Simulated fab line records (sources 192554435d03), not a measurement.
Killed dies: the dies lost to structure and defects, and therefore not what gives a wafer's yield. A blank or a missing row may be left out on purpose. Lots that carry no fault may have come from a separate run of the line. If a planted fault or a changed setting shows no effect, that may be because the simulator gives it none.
Which tool did it?    flow n5-finfet    36 wafers sampled from 12 lots at 1 step of a route of 1938

WHAT EACH GAUGE READ, for each wafer
N5_BEOL_M10_CD_MEAS_35: target cd 70 nm.
lot   measured      on         cd-nm (nm)
L075  day 9 22:17   cd-sem-01  69.4 70.7 71.6
L078  day 10 11:22  cd-sem-03  70.4 70.6 69.5
L080  day 10 21:58  cd-sem-03  69.4 71.2 70.3
L082  day 11 23:50  cd-sem-01  69.1 69.4 70.7
L083  day 12 05:19  cd-sem-02  71.4 71.5 70.5
L085  day 12 17:36  cd-sem-02  69.9 70.3 68.6
L087  day 13 05:05  cd-sem-03  69.7 72.1 70.8
L088  day 13 16:12  cd-sem-02  69.4 70.7 68.6
L091  day 14 02:40  cd-sem-03  70.0 70.1 69.1
L093  day 14 21:03  cd-sem-03  71.1 70.0 70.6
L095  day 15 15:17  cd-sem-03  70.2 70.5 70.6
L096  day 15 20:19  cd-sem-01  69.9 70.9 69.9

WHAT TOOL EACH LOT RAN ON (gives the tool, then ch and the chambers of the sampled wafers, and finally the start)
Record: no process step prior to these readings.

THE ANSWER, worked out from the rows above alone
Rule: what is usual is taken from the lots themselves. Put in order of their means at a reading, lots are off if they are a third of the lots or fewer, leave a main group of 4 or more, and stand apart from it by a gap of 3 or more times the standard deviation of the main group's means; of several such gaps the widest counts. Not used: any main group whose means are identical at the precision the tables above print for the reading. Also off: a lot with no number at a reading for which 4 or more lots have one. Where the step has rows for the other lots, those lots are counted as sound.
No lot is off on any of the readings shown, so nothing can be concluded from this.

WHAT THE SIMULATOR HAD PUT IN
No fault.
